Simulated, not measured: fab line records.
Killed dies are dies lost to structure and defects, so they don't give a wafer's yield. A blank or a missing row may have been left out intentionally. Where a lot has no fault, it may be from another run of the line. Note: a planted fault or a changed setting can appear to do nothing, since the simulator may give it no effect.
Which tool did it? :: flow nand harc :: 16 wafers from 6 lots sampled at 4 of the route's 1159 steps

## WHAT THE GAUGES SHOWED, per wafer
NHARC_A_BONDPAD_THK_MEAS_30: measures by ellipsometry.
lot: L263
measured: day 17 23:02
on: film metro-02
thk nm (nm): 199.4 198.0 198.2

lot: L265
measured: day 18 06:56
on: film metro-02
thk nm (nm): 196.9 196.9 196.5

lot: L269
measured: day 19 01:24
on: film metro-01
thk nm (nm): 201.9 200.6 201.6

lot: L267
measured: day 19 09:20
on: film metro-01
thk nm (nm): 201.8 202.1 201.0

lot: L283
measured: day 23 04:01
on: film metro-02
thk nm (nm): 201.4 155.0 155.8 198.1 154.6 154.7

lot: L284
measured: day 24 02:04
on: film metro-01
thk nm (nm): 154.3 154.1

## EACH LOT AND THE TOOL THAT RAN IT (in order: tool; ch and the chambers of the sampled wafers; start)
lot: L263
NHARC_A_M0_PRE_CLEAN_31: pecvd-01 ch 0,2, day 17 17:35
NHARC_A_BONDPAD_DEP_00: pecvd-04 ch 0,2, day 17 22:22
NHARC_A_BONDPAD_CMP_29: cmp-03 ch 0,1,3, day 17 22:51

lot: L265
NHARC_A_M0_PRE_CLEAN_31: pecvd-02 ch 0,2, day 18 01:38
NHARC_A_BONDPAD_DEP_00: pecvd-04 ch 0,2, day 18 06:16
NHARC_A_BONDPAD_CMP_29: cmp-03 ch 0,3, day 18 06:41

lot: L269
NHARC_A_M0_PRE_CLEAN_31: pecvd-02 ch 0,1,2, day 18 19:07
NHARC_A_BONDPAD_DEP_00: pecvd-03 ch 0,1,2, day 19 00:45
NHARC_A_BONDPAD_CMP_29: cmp-01 ch 0,1,3, day 19 01:12

lot: L267
NHARC_A_M0_PRE_CLEAN_31: pecvd-02 ch 0,1, day 19 03:55
NHARC_A_BONDPAD_DEP_00: pecvd-03 ch 0,1,2, day 19 08:43
NHARC_A_BONDPAD_CMP_29: cmp-04 ch 0,1,2, day 19 09:10

lot: L283
NHARC_A_M0_PRE_CLEAN_31: pecvd-01 ch 0,2, day 22 22:37
NHARC_A_BONDPAD_DEP_00: pecvd-03 ch 1,2, day 23 03:22
NHARC_A_BONDPAD_CMP_29: cmp-04 ch 0,1,3, day 23 03:46

lot: L284
NHARC_A_M0_PRE_CLEAN_31: pecvd-02 ch 0, day 23 16:34
NHARC_A_BONDPAD_DEP_00: pecvd-03 ch 2, day 24 01:38
NHARC_A_BONDPAD_CMP_29: cmp-01 ch 3, day 24 01:53
- NHARC_A_M0_PRE_CLEAN_31: time 12 s.
- NHARC_A_BONDPAD_DEP_00: deposits SiCN, target thk 250 nm.
- NHARC_A_BONDPAD_CMP_29: polishes SiCN, target thk 200 nm.

## THE ANSWER, worked out from the rows above alone
Rule: the usual values come from the lots themselves. Put in order of their means at a reading, lots are off if they are a third of the lots or fewer, leave a main group of 4 or more, and stand apart from it by a gap of 3 or more times the standard deviation of the main group's means; of several such gaps the widest counts. A main group is skipped when, at the precision printed for the reading in the tables above, its means are all equal. Also off: a lot with no number at a reading for which 4 or more lots have one. Any other lot the step has rows for is counted as sound.
Off: L283, L284 (NHARC_A_BONDPAD_THK_MEAS_30, thk nm). Mean 199.6 nm and standard deviation 2 in the main group.
A tool fits if, at a process step before that reading, it ran every lot that is off, and no sound lot after the first of them. Those tools and the gauges at NHARC_A_BONDPAD_THK_MEAS_30 are tried in the same way. One candidate fits, namely pecvd-03 at NHARC_A_BONDPAD_DEP_00. A fault onset in the window from L267 (day 19 08:43, its last sound lot) to L283 (day 23 03:22, its first lot off) fits.

## WHAT THE SIMULATOR HAD INSERTED
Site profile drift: pecvd-03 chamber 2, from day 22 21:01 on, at NHARC_A_BONDPAD_DEP_00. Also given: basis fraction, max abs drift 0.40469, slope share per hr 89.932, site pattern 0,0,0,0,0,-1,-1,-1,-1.
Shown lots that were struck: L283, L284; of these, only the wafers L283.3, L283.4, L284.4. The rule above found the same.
